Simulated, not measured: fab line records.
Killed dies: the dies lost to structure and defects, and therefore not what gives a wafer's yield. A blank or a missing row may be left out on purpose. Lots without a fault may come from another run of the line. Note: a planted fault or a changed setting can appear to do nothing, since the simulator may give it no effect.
fab line records -- flow n5-finfet -- part 1 of 2: steps 1 to 23 of 32
record lots=5, wafers=15, last-day=17
route steps=1938 shown PAD_METAL@1893 PASSIVATION@1897
lots untouched by any fault: they come from a run of this same line in which no faults occurred
start-h: hours from the record's opening day to when the first of the lot's shown wafers began -- wait-h: hours since the lot's step before -- " the same as in the row above -- L1.1+2: a single row standing in for several wafers -- - value missing, or start not given -- * or withheld: withheld -- < > ~ a bound
route shown NAME@n: a module of which the file shows steps, and the number in the route of the first -- usual: mean/standard deviation taken from wafers without a fault -- same: alike in all rows -- chamber/n: place in a boat -- sites: each site's reading -- _std_site: standard deviation across them -- _edge_site: outer sites' mean less inner sites' -- radius-mm: for every site, how far away it sits from the centre of the wafer -- mask NAME#n: copy n -- behind: tool/chamber where the wafer was last shaped -- hold: reason for holding the lot/hours on hold/outcome of the hold -- device: which transistor (n, p or np) failed to switch -- end of line: the tests these same wafers got at the end of their route -- a step with no rows: only its recipe -- killed: at the first sort, the dies lost to defects and structure; wafer yield is something else -- map: a wafer's dies, x killed, . not, _ none there
set.NAME: the setting as run; set.NAME@STEP: as run at that earlier step -- model.NAME: the simulator's own value behind a step, which no gauge read
a table for each step, a row for each wafer; lots at some steps of the route
services: from which hour (start-h, from the record's first day; less than 0 if before it) a tool's chamber was out of use, for how many hours, and why
## steps
# step N5_PASSIVATION_DEGAS_18
# recipe ambient=vacuum, temp-c=300, time-s=60
# usual heater-power-w=450/53
lot.wafer,tool,chamber,start-h,wait-h,heater-power-w
L076.3,pvd-sputter-01,-,271.60,0.3,489
L076.4,pvd-sputter-01,-,271.60,0.3,460
L076.6,pvd-sputter-01,-,271.60,0.3,454
L075.1,pvd-sputter-02,-,278.20,0.5,500
L075.5,pvd-sputter-02,-,278.20,0.5,408
L075.6,pvd-sputter-02,-,278.20,0.5,481
L083.3,pvd-sputter-02,-,320.11,0.8,481
L083.4,pvd-sputter-02,-,320.11,0.8,516
L083.5,pvd-sputter-02,-,320.11,0.8,390
L086.1,pvd-sputter-03,-,351.15,0.4,391
L086.2,pvd-sputter-03,-,351.15,0.4,468
L086.4,pvd-sputter-03,-,351.15,0.4,396
L095.2,pvd-sputter-03,-,391.77,0.5,464
L095.4,pvd-sputter-03,-,391.77,0.5,389
L095.5,pvd-sputter-03,-,391.77,0.5,471
# step N5_PASSIVATION_PRE_CLEAN_19
# recipe gas=H2/He, time-s=*, temp-c=*
# usual heater-power-w=451/53
lot.wafer,tool,chamber,start-h,wait-h,heater-power-w
L076.3,pvd-sputter-01,-,271.64,0.0,484
L076.4,pvd-sputter-01,-,271.64,0.0,446
L076.6,pvd-sputter-01,-,271.64,0.0,467
L075.1,pvd-sputter-02,-,278.24,0.0,486
L075.5,pvd-sputter-02,-,278.24,0.0,414
L075.6,pvd-sputter-02,-,278.24,0.0,487
L083.3,pvd-sputter-02,-,320.15,0.0,490
L083.4,pvd-sputter-02,-,320.15,0.0,518
L083.5,pvd-sputter-02,-,320.15,0.0,379
L086.1,pvd-sputter-03,-,351.19,0.0,370
L086.2,pvd-sputter-03,-,351.19,0.0,469
L086.4,pvd-sputter-03,-,351.19,0.0,383
L095.2,pvd-sputter-03,-,391.81,0.0,472
L095.4,pvd-sputter-03,-,391.81,0.0,397
L095.5,pvd-sputter-03,-,391.81,0.0,486
# step N5_PASSIVATION_SPUTTER_20
# recipe material=TaN, target-thk-a=500, temp-c=25, chamber-pressure-pa=0.4
# usual throttle-valve-pct=30.0/0.68
lot.wafer,tool,chamber,start-h,wait-h,throttle-valve-pct
L076.3,pvd-sputter-01,-,271.68,0.0,30.0
L076.4,pvd-sputter-01,-,271.68,0.0,30.5
L076.6,pvd-sputter-01,-,271.68,0.0,29.4
L075.1,pvd-sputter-02,-,278.28,0.0,30.1
L075.5,pvd-sputter-02,-,278.28,0.0,30.8
L075.6,pvd-sputter-02,-,278.28,0.0,30.2
L083.3,pvd-sputter-02,-,320.19,0.0,30.3
L083.4,pvd-sputter-02,-,320.19,0.0,29.4
L083.5,pvd-sputter-02,-,320.19,0.0,30.1
L086.1,pvd-sputter-03,-,351.23,0.0,30.3
L086.2,pvd-sputter-03,-,351.23,0.0,28.8
L086.4,pvd-sputter-03,-,351.23,0.0,30.8
L095.2,pvd-sputter-03,-,391.85,0.0,28.7
L095.4,pvd-sputter-03,-,391.85,0.0,30.7
L095.5,pvd-sputter-03,-,391.85,0.0,28.8
# step N5_PASSIVATION_AL_DEP_21
# recipe material=Al, target-thk-a=28000, temp-c=400, time-s=170, power-w=30000, chamber-pressure-pa=0.4, gas=Ar
# usual throttle-valve-pct=30.1/0.71
lot.wafer,tool,chamber,start-h,wait-h,throttle-valve-pct
L076.3,pvd-sputter-01,-,271.78,0.1,29.8
L076.4,pvd-sputter-01,-,271.78,0.1,30.9
L076.6,pvd-sputter-01,-,271.78,0.1,29.8
L075.1,pvd-sputter-02,-,278.38,0.1,30.3
L075.5,pvd-sputter-02,-,278.38,0.1,30.7
L075.6,pvd-sputter-02,-,278.38,0.1,30.1
L083.3,pvd-sputter-02,-,320.29,0.1,30.1
L083.4,pvd-sputter-02,-,320.29,0.1,29.0
L083.5,pvd-sputter-02,-,320.29,0.1,30.3
L086.1,pvd-sputter-03,-,351.33,0.1,30.0
L086.2,pvd-sputter-03,-,351.33,0.1,28.6
L086.4,pvd-sputter-03,-,351.33,0.1,30.7
L095.2,pvd-sputter-03,-,391.95,0.1,28.6
L095.4,pvd-sputter-03,-,391.95,0.1,30.9
L095.5,pvd-sputter-03,-,391.95,0.1,28.7
# step N5_PASSIVATION_HMDS_23
# recipe time-s=60, temp-c=120
# usual exhaust-pa=45.1/0.89, plate-temp-C=120.02/0.14
lot.wafer,tool,chamber,start-h,wait-h,exhaust-pa,plate-temp-C
L076.3,litho-track-02,0,271.97,0.1,45.6,120.17
L076.4,litho-track-02,0,271.97,0.1,44.9,119.87
L076.6,litho-track-02,0,271.97,0.1,46.3,120.00
L075.1,litho-track-03,0,278.56,0.1,45.3,120.17
L075.5,litho-track-03,0,278.56,0.1,46.2,120.14
L075.6,litho-track-03,0,278.56,0.1,45.6,120.01
L083.3,litho-track-04,0,320.47,0.1,43.6,120.08
L083.4,litho-track-04,0,320.47,0.1,44.4,120.13
L083.5,litho-track-04,0,320.47,0.1,43.1,120.07
L086.1,litho-track-04,0,351.52,0.1,45.0,120.04
L086.2,litho-track-04,0,351.52,0.1,45.7,119.98
L086.4,litho-track-04,0,351.52,0.1,46.4,119.87
L095.2,litho-track-02,0,392.14,0.1,44.3,119.95
L095.4,litho-track-02,0,392.14,0.1,43.2,119.89
L095.5,litho-track-02,0,392.14,0.1,45.0,120.12
# step N5_PASSIVATION_COAT_24
# recipe spin-rpm=3000, resist-thk-nm=withheld
# usual exhaust-pa=44.9/0.93
lot.wafer,tool,chamber,start-h,wait-h,exhaust-pa
L076.3,litho-track-02,0,-,-,44.4
L076.4,litho-track-02,0,-,-,44.1
L076.6,litho-track-02,0,-,-,44.7
L075.1,litho-track-03,0,-,-,44.0
L075.5,litho-track-03,0,-,-,43.8
L075.6,litho-track-03,0,-,-,45.5
L083.3,litho-track-04,0,-,-,45.9
L083.4,litho-track-04,0,-,-,45.8
L083.5,litho-track-04,0,-,-,46.0
L086.1,litho-track-04,0,-,-,44.8
L086.2,litho-track-04,0,-,-,46.4
L086.4,litho-track-04,0,-,-,45.2
L095.2,litho-track-02,0,-,-,45.0
L095.4,litho-track-02,0,-,-,44.5
L095.5,litho-track-02,0,-,-,44.8
# step N5_PASSIVATION_EBR_26
# recipe solvent=PGMEA, ebr-width-mm=1.5
# usual exhaust-pa=45.3/0.97
lot.wafer,tool,chamber,start-h,wait-h,exhaust-pa
L076.3,litho-track-02,0,-,-,46.3
L076.4,litho-track-02,0,-,-,44.7
L076.6,litho-track-02,0,-,-,47.5
L075.1,litho-track-03,0,-,-,43.3
L075.5,litho-track-03,0,-,-,44.2
L075.6,litho-track-03,0,-,-,44.6
L083.3,litho-track-04,0,-,-,44.7
L083.4,litho-track-04,0,-,-,43.8
L083.5,litho-track-04,0,-,-,43.2
L086.1,litho-track-04,0,-,-,44.4
L086.2,litho-track-04,0,-,-,46.1
L086.4,litho-track-04,0,-,-,44.5
L095.2,litho-track-02,0,-,-,44.7
L095.4,litho-track-02,0,-,-,44.7
L095.5,litho-track-02,0,-,-,44.8
# step N5_PASSIVATION_SOFTBAKE_25
# recipe temp-c=100, time-s=90
# usual exhaust-pa=45.1/0.86, plate-temp-C=99.97/0.12
lot.wafer,tool,chamber,start-h,wait-h,exhaust-pa,plate-temp-C
L076.3,litho-track-02,0,-,-,45.8,100.14
L076.4,litho-track-02,0,-,-,43.8,100.04
L076.6,litho-track-02,0,-,-,46.3,99.73
L075.1,litho-track-03,0,-,-,45.6,100.09
L075.5,litho-track-03,0,-,-,44.6,100.05
L075.6,litho-track-03,0,-,-,45.8,100.11
L083.3,litho-track-04,0,-,-,45.1,100.07
L083.4,litho-track-04,0,-,-,45.0,99.99
L083.5,litho-track-04,0,-,-,46.6,100.16
L086.1,litho-track-04,0,-,-,45.4,99.88
L086.2,litho-track-04,0,-,-,43.4,99.94
L086.4,litho-track-04,0,-,-,45.0,99.86
L095.2,litho-track-02,0,-,-,45.3,99.84
L095.4,litho-track-02,0,-,-,44.6,99.80
L095.5,litho-track-02,0,-,-,44.1,100.01
# step N5_PASSIVATION_EXPOSE_27
# recipe mask-id=PAD, na=0.55, source-shape=conventional, sigma-outer=0.8, polarization=unpolarized, defocus-nm=0, dose-mj=32.3
# usual exposure-dose-mJ-cm2=32.303/0.027
lot.wafer,tool,chamber,start-h,wait-h,mask,exposure-dose-mJ-cm2
L076.3,krf-scanner-01,0,272.21,-,PAD#0,32.302
L076.4,krf-scanner-01,0,272.21,-,PAD#0,32.302
L076.6,krf-scanner-01,0,272.21,-,PAD#0,32.308
L075.1,krf-scanner-02,0,278.67,-,PAD#0,32.295
L075.5,krf-scanner-02,0,278.67,-,PAD#0,32.304
L075.6,krf-scanner-02,0,278.67,-,PAD#0,32.298
L083.3,krf-scanner-02,0,320.59,-,PAD#0,32.250
L083.4,krf-scanner-02,0,320.59,-,PAD#0,32.281
L083.5,krf-scanner-02,0,320.59,-,PAD#0,32.301
L086.1,krf-scanner-02,0,351.63,-,PAD#0,32.344
L086.2,krf-scanner-02,0,351.63,-,PAD#0,32.358
L086.4,krf-scanner-02,0,351.63,-,PAD#0,32.300
L095.2,krf-scanner-02,0,392.25,-,PAD#0,32.291
L095.4,krf-scanner-02,0,392.25,-,PAD#0,32.307
L095.5,krf-scanner-02,0,392.25,-,PAD#0,32.276
# step N5_PASSIVATION_PEB_28
# recipe peb-temp-c=withheld, peb-time-s=*
# usual exhaust-pa=44.8/0.98
lot.wafer,tool,chamber,start-h,wait-h,exhaust-pa
L076.3,litho-track-03,0,272.26,0.0,45.9
L076.4,litho-track-03,0,272.26,0.0,45.7
L076.6,litho-track-03,0,272.26,0.0,44.7
L075.1,litho-track-04,0,278.73,0.1,43.8
L075.5,litho-track-04,0,278.73,0.1,42.3
L075.6,litho-track-04,0,278.73,0.1,43.1
L083.3,litho-track-02,0,320.64,0.0,43.2
L083.4,litho-track-02,0,320.64,0.0,45.2
L083.5,litho-track-02,0,320.64,0.0,44.9
L086.1,litho-track-04,0,351.68,0.1,46.0
L086.2,litho-track-04,0,351.68,0.1,45.0
L086.4,litho-track-04,0,351.68,0.1,45.5
L095.2,litho-track-04,0,392.30,0.0,44.3
L095.4,litho-track-04,0,392.30,0.0,44.7
L095.5,litho-track-04,0,392.30,0.0,44.4
# step N5_PASSIVATION_DEVELOP_29
# recipe develop-time-s=60, rinse-liquid=diw, dry=air-spin, dev-temp-c=21
# usual developer-temp-C=21.00/0.11, exhaust-pa=45.2/0.75
lot.wafer,tool,chamber,start-h,wait-h,developer-temp-C,exhaust-pa
L076.3,litho-track-03,0,-,-,20.89,44.3
L076.4,litho-track-03,0,-,-,20.95,46.3
L076.6,litho-track-03,0,-,-,20.96,44.3
L075.1,litho-track-04,0,-,-,21.15,45.4
L075.5,litho-track-04,0,-,-,20.92,45.6
L075.6,litho-track-04,0,-,-,20.84,44.6
L083.3,litho-track-02,0,-,-,21.09,45.8
L083.4,litho-track-02,0,-,-,20.99,45.0
L083.5,litho-track-02,0,-,-,21.01,46.1
L086.1,litho-track-04,0,-,-,21.18,44.8
L086.2,litho-track-04,0,-,-,21.07,45.9
L086.4,litho-track-04,0,-,-,21.06,44.3
L095.2,litho-track-04,0,-,-,21.22,45.7
L095.4,litho-track-04,0,-,-,21.08,44.3
L095.5,litho-track-04,0,-,-,21.07,44.7
# step N5_PASSIVATION_HARDBAKE_31
# recipe temp-c=130, time-s=120
# usual exhaust-pa=45.0/0.94, plate-temp-C=129.97/0.13
lot.wafer,tool,chamber,start-h,wait-h,exhaust-pa,plate-temp-C
L076.3,litho-track-03,0,-,-,46.3,130.05
L076.4,litho-track-03,0,-,-,45.2,130.30
L076.6,litho-track-03,0,-,-,46.1,129.94
L075.1,litho-track-04,0,-,-,46.3,130.01
L075.5,litho-track-04,0,-,-,44.7,130.23
L075.6,litho-track-04,0,-,-,45.6,130.13
L083.3,litho-track-02,0,-,-,46.0,130.03
L083.4,litho-track-02,0,-,-,44.7,129.99
L083.5,litho-track-02,0,-,-,45.3,130.06
L086.1,litho-track-04,0,-,-,45.6,129.88
L086.2,litho-track-04,0,-,-,44.2,130.06
L086.4,litho-track-04,0,-,-,45.0,129.92
L095.2,litho-track-04,0,-,-,45.3,129.94
L095.4,litho-track-04,0,-,-,45.7,130.12
L095.5,litho-track-04,0,-,-,45.0,130.06
# step N5_PASSIVATION_CD_MEAS_30
# recipe target-cd-nm=4000, landing-energy-ev=500, detector=se-inlens, polarity=opening
# usual cd-nm=3999.5/2.2
lot.wafer,tool,chamber,start-h,wait-h,cd-nm
L076.3,cd-sem-02,0,272.38,-,3996.1
L076.4,cd-sem-02,0,272.38,-,3999.4
L076.6,cd-sem-02,0,272.38,-,3996.4
L075.1,cd-sem-03,0,278.85,-,4000.6
L075.5,cd-sem-03,0,278.85,-,4000.8
L075.6,cd-sem-03,0,278.85,-,3997.9
L083.3,cd-sem-01,0,320.76,-,4001.8
L083.4,cd-sem-01,0,320.76,-,3999.7
L083.5,cd-sem-01,0,320.76,-,3999.0
L086.1,cd-sem-02,0,351.80,-,3997.9
L086.2,cd-sem-02,0,351.80,-,3998.3
L086.4,cd-sem-02,0,351.80,-,4000.3
L095.2,cd-sem-02,0,392.42,-,3996.9
L095.4,cd-sem-02,0,392.42,-,3999.8
L095.5,cd-sem-02,0,392.42,-,3997.7
# step N5_PASSIVATION_OVL_MEAS_63
# recipe points-per-wafer=44
# usual PAD_OVL=1/6.2
lot.wafer,tool,chamber,start-h,wait-h,PAD_OVL[nm]
L076.3,overlay-01,0,272.41,0.0,-6
L076.4,overlay-01,0,272.41,0.0,-1
L076.6,overlay-01,0,272.41,0.0,-5
L075.1,overlay-01,0,278.88,0.0,1
L075.5,overlay-01,0,278.88,0.0,-4
L075.6,overlay-01,0,278.88,0.0,1
L083.3,overlay-02,0,320.79,0.0,-10
L083.4,overlay-02,0,320.79,0.0,-4
L083.5,overlay-02,0,320.79,0.0,1
L086.1,overlay-02,0,351.83,0.0,3
L086.2,overlay-02,0,351.83,0.0,-1
L086.4,overlay-02,0,351.83,0.0,6
L095.2,overlay-02,0,392.45,0.0,-4
L095.4,overlay-02,0,392.45,0.0,4
L095.5,overlay-02,0,392.45,0.0,-1
# step N5_PASSIVATION_INSPECT_64
# recipe mode=adi, inspect-instrument=macro
# usual raw-defect-count=2.0/1.7
lot.wafer,tool,chamber,start-h,wait-h,raw-defect-count
L076.3,defect-inspect-02,-,272.43,0.0,0
L076.4,defect-inspect-02,-,272.43,0.0,4
L076.6,defect-inspect-02,-,272.43,0.0,2
L075.1,defect-inspect-01,-,278.90,0.0,1
L075.5,defect-inspect-01,-,278.90,0.0,2
L075.6,defect-inspect-01,-,278.90,0.0,0
L083.3,defect-inspect-02,-,320.81,0.0,5
L083.4,defect-inspect-02,-,320.81,0.0,1
L083.5,defect-inspect-02,-,320.81,0.0,1
L086.1,defect-inspect-02,-,351.86,0.0,0
L086.2,defect-inspect-02,-,351.86,0.0,3
L086.4,defect-inspect-02,-,351.86,0.0,1
L095.2,defect-inspect-02,-,392.48,0.0,5
L095.4,defect-inspect-02,-,392.48,0.0,1
L095.5,defect-inspect-02,-,392.48,0.0,0
# step N5_PASSIVATION_DESCUM_32
# recipe chemistry=O2, time-s=7.9, source-power-w=50, bias-power-w=20, pressure-mtorr=20, rf-frequency-hz=2.712e+07, temp-c=40, o2-flow-sccm=225
# usual chamber-pressure-mTorr=20.000/0.016, drypump-motor-current-A=5.7/0.32, oes-product-au=0.83/0.11, rf-vpp-V=243.1/1.4, showerhead-plenum-p-Torr=2.09/0.074, throttle-valve-pct=20.37/0.27
lot.wafer,tool,chamber,start-h,wait-h,chamber-pressure-mTorr,drypump-motor-current-A,oes-product-au,rf-hours-counter-h,rf-vpp-V,showerhead-plenum-p-Torr,throttle-valve-pct
L076.3,rie-diel-06,0,272.46,0.0,19.999,5.8,0.71,210,245.4,2.16,20.58
L076.4,rie-diel-06,2,272.46,0.0,19.982,6.2,0.90,26,245.0,2.22,20.17
L076.6,rie-diel-06,1,272.46,0.0,19.991,5.4,0.71,-,242.9,2.07,20.87
L075.1,rie-diel-02,3,278.94,0.0,19.991,5.6,0.71,246,241.6,2.06,20.94
L075.5,rie-diel-02,2,278.94,0.0,19.973,5.4,1.01,-,242.7,2.04,19.88
L075.6,rie-diel-02,1,278.94,0.0,20.015,5.9,0.70,-,241.4,2.15,20.71
L083.3,rie-diel-03,0,320.84,0.0,20.018,5.6,0.73,201,240.7,1.97,20.43
L083.4,rie-diel-03,2,320.84,0.0,19.984,6.1,0.91,10,242.6,2.05,19.98
L083.5,rie-diel-03,2,320.84,0.0,20.002,6.1,0.93,-,243.7,2.05,19.98
L086.1,rie-diel-06,3,351.89,0.0,20.005,5.3,0.70,233,240.7,1.98,20.30
L086.2,rie-diel-06,0,351.89,0.0,19.997,5.8,0.67,243,245.6,2.14,20.62
L086.4,rie-diel-06,1,351.89,0.0,19.996,5.4,0.95,11,242.7,2.06,20.45
L095.2,rie-diel-02,3,392.57,0.1,19.999,5.6,0.94,16,243.2,2.05,20.71
L095.4,rie-diel-02,2,392.57,0.1,19.999,5.4,0.89,55,241.3,2.02,19.97
L095.5,rie-diel-02,3,392.57,0.1,20.021,5.6,0.93,-,242.2,2.05,20.71
# step N5_PASSIVATION_AL_ETCH_33
# recipe chemistry=Cl2/BCl3, target-depth-a=28000, over-etch-frac=0.15, Cl2_flow_sccm=180, bcl3-flow-sccm=60, target=Al, stop-on=TaN, time-s=466.7, ion-energy-ev=100, pressure-mtorr=10, icp-w=900, bias-w=100
# usual chamber-pressure-mTorr=10.001/0.0094, drypump-motor-current-A=5.8/0.32, oes-product-au=0.76/0.095, throttle-valve-pct=34.1/0.38
# same over-etch-frac=0.15
lot.wafer,tool,chamber,start-h,wait-h,chamber-pressure-mTorr,drypump-motor-current-A,oes-product-au,rf-hours-counter-h,throttle-valve-pct
L076.3,rie-metal-02,1,272.68,0.2,10.006,5.6,0.86,-,34.1
L076.4,rie-metal-02,0,272.68,0.2,9.996,5.9,0.79,-,33.5
L076.6,rie-metal-02,1,272.68,0.2,10.004,5.5,0.85,-,34.2
L075.1,rie-metal-03,0,279.02,0.1,10.006,5.6,0.58,111,34.2
L075.5,rie-metal-03,1,279.02,0.1,9.999,5.6,0.58,-,34.2
L075.6,rie-metal-03,0,279.02,0.1,9.997,5.6,0.58,-,34.2
L083.3,rie-metal-03,0,321.20,0.3,9.994,5.6,0.57,-,34.2
L083.4,rie-metal-03,0,321.20,0.3,9.986,5.6,0.56,-,34.2
L083.5,rie-metal-03,0,321.20,0.3,10.000,5.7,0.57,-,34.2
L086.1,rie-metal-01,0,352.00,0.1,9.981,6.5,0.79,11,34.0
L086.2,rie-metal-01,1,352.00,0.1,9.995,5.6,0.77,19,34.8
L086.4,rie-metal-01,0,352.00,0.1,9.996,6.6,0.79,-,34.0
L095.2,rie-metal-03,0,392.66,0.1,10.006,5.6,0.84,1,34.0
L095.4,rie-metal-03,0,392.66,0.1,9.996,5.7,0.85,-,34.0
L095.5,rie-metal-03,0,392.66,0.1,9.998,5.6,0.86,-,34.0
# step N5_PASSIVATION_ETCH_59
# recipe chemistry=Cl2/BCl3, target=TaN, target-depth-a=650, time-s=34.9, ion-energy-ev=100, pressure-mtorr=10, icp-w=900, bias-w=100, Cl2_flow_sccm=60, bcl3-flow-sccm=30
# usual chamber-pressure-mTorr=9.999/0.0096, drypump-motor-current-A=5.8/0.33, oes-product-au=0.85/0.1, throttle-valve-pct=20.94/0.26
lot.wafer,tool,chamber,start-h,wait-h,chamber-pressure-mTorr,drypump-motor-current-A,oes-product-au,rf-hours-counter-h,throttle-valve-pct
L076.3,rie-metal-02,1,272.98,0.2,9.998,5.5,0.93,-,20.97
L076.4,rie-metal-02,0,272.98,0.2,9.993,5.8,0.86,-,20.48
L076.6,rie-metal-02,1,272.98,0.2,9.985,5.5,0.92,-,20.96
L075.1,rie-metal-03,0,279.42,0.3,9.980,5.6,0.65,111,21.07
L075.5,rie-metal-03,1,279.42,0.3,9.992,5.6,0.65,-,21.17
L075.6,rie-metal-03,0,279.42,0.3,9.998,5.6,0.65,-,21.06
L083.3,rie-metal-03,0,321.80,0.5,9.998,5.7,0.65,-,21.07
L083.4,rie-metal-03,0,321.80,0.5,9.994,5.7,0.64,-,21.08
L083.5,rie-metal-03,0,321.80,0.5,9.986,5.6,0.64,-,21.07
L086.1,rie-metal-01,0,352.40,0.3,10.013,6.6,0.91,11,20.86
L086.2,rie-metal-01,1,352.40,0.3,9.989,5.5,0.87,20,21.36
L086.4,rie-metal-01,0,352.40,0.3,9.998,6.6,0.89,-,20.84
L095.2,rie-metal-03,0,393.06,0.3,9.997,5.6,0.96,2,20.74
L095.4,rie-metal-03,0,393.06,0.3,10.001,5.7,0.95,-,20.75
L095.5,rie-metal-03,0,393.06,0.3,9.998,5.7,0.97,-,20.73
# step N5_PASSIVATION_STRIP_34
# recipe chemistry=O2, power-w=600, temp-c=60, pressure-mtorr=30, rf-frequency-hz=6e+07, bias-power-w=0, overash-fraction=2, o2-flow-sccm=225
# usual chamber-pressure-mTorr=29.99/0.08, drypump-motor-current-A=5.7/0.34, oes-product-au=0.81/0.11, rf-vpp-V=3.6/1.4, showerhead-plenum-p-Torr=2.10/0.085, throttle-valve-pct=16.63/0.27
lot.wafer,tool,chamber,start-h,wait-h,chamber-pressure-mTorr,drypump-motor-current-A,oes-product-au,rf-hours-counter-h,rf-vpp-V,showerhead-plenum-p-Torr,throttle-valve-pct
L076.3,rie-diel-03,1,273.07,0.1,29.89,5.3,0.67,225,3.7,2.15,16.68
L076.4,rie-diel-03,1,273.07,0.1,30.12,5.3,0.66,-,3.0,2.15,16.75
L076.6,rie-diel-03,3,273.07,0.1,29.98,5.9,0.83,-,4.0,2.23,16.68
L075.1,rie-diel-06,3,279.59,0.1,30.15,5.2,0.72,202,3.1,1.99,16.55
L075.5,rie-diel-06,1,279.59,0.1,30.19,5.4,0.71,-,2.8,2.08,17.12
L075.6,rie-diel-06,2,279.59,0.1,30.00,6.2,0.90,-,4.7,2.22,16.40
L083.3,rie-diel-06,3,321.95,0.1,30.05,5.2,0.71,221,3.2,1.99,16.57
L083.4,rie-diel-06,0,321.95,0.1,29.93,5.8,0.68,232,4.5,2.15,16.86
L083.5,rie-diel-06,3,321.95,0.1,29.90,5.2,0.71,-,6.7,1.99,16.56
L086.1,rie-diel-02,3,352.52,0.1,29.89,5.6,1.02,0,2.8,2.06,16.86
L086.2,rie-diel-02,1,352.52,0.1,30.01,5.9,0.96,9,1.8,2.14,16.51
L086.4,rie-diel-02,0,352.52,0.1,29.91,5.6,0.93,19,4.9,2.07,16.41
L095.2,rie-diel-06,1,393.25,0.2,30.04,5.4,0.91,28,5.2,2.06,16.69
L095.4,rie-diel-06,1,393.25,0.2,30.04,5.4,0.92,-,2.1,2.06,16.68
L095.5,rie-diel-06,2,393.25,0.2,30.00,6.2,0.84,-,4.7,2.21,16.54
# step N5_PASSIVATION_STRIP_51
# recipe chemistry=post-etch-residue-remover, time-s=1200, temp-c=72.5
lot.wafer,tool,chamber,start-h,wait-h
L076.3+4+6,wet-bench-05,"3,0,4",273.14,-
L075.1+5+6,wet-bench-05,"6,7,5",279.65,-
L083.3+4+5,wet-bench-06,"6,5,3",322.02,-
L086.1+2+4,wet-bench-01,"0,7,2",352.61,-
L095.2+4+5,wet-bench-01,"1,5,6",393.34,-
# step N5_PASSIVATION_CLEAN_69
# recipe chemistry=IPA, time-s=180, temp-c=25
lot.wafer,tool,chamber,start-h,wait-h
L076.3+4+6,wet-bench-05,"3,0,4",273.47,0.0
L075.1+5+6,wet-bench-05,"6,7,5",279.99,0.0
L083.3+4+5,wet-bench-06,"6,5,3",322.38,0.0
L086.1+2+4,wet-bench-01,"0,7,2",352.94,0.0
L095.2+4+5,wet-bench-01,"1,5,6",394.01,0.0
# step N5_PASSIVATION_SRD_70
# recipe dry=ipa-marangoni, time-s=30, temp-c=23, rinse-liquid=diw
lot.wafer,tool,chamber,start-h,wait-h
L076.3+4+6,wet-bench-05,"3,0,4",273.52,0.0
L075.1+5+6,wet-bench-05,"6,7,5",280.04,0.0
L083.3+4+5,wet-bench-06,"6,5,3",322.44,0.0
L086.1+2+4,wet-bench-01,"0,7,2",353.00,0.0
L095.2+4+5,wet-bench-01,"1,5,6",394.12,0.0
# step N5_PASSIVATION_PECVD_53
# recipe material=SiO2, target-thk-a=8000, temp-c=400, precursor=TEOS/O2, pressure-torr=6.5, rf-w=withheld, teos-flow-sccm=withheld, gas=O2, flow-sccm=2650, time-s=169.4
lot.wafer,tool,chamber,start-h,wait-h
L076.3+4+6,pecvd-01,"1,0,1",273.57,0.0
L075.1+5+6,pecvd-02,"1,0,1",280.09,0.0
L083.3+4+5,pecvd-01,"1,2,0",322.49,0.0
L086.1+2+4,pecvd-01,"0,1,1",353.04,0.0
L095.2+4+5,pecvd-03,"2,2,1",394.19,0.0
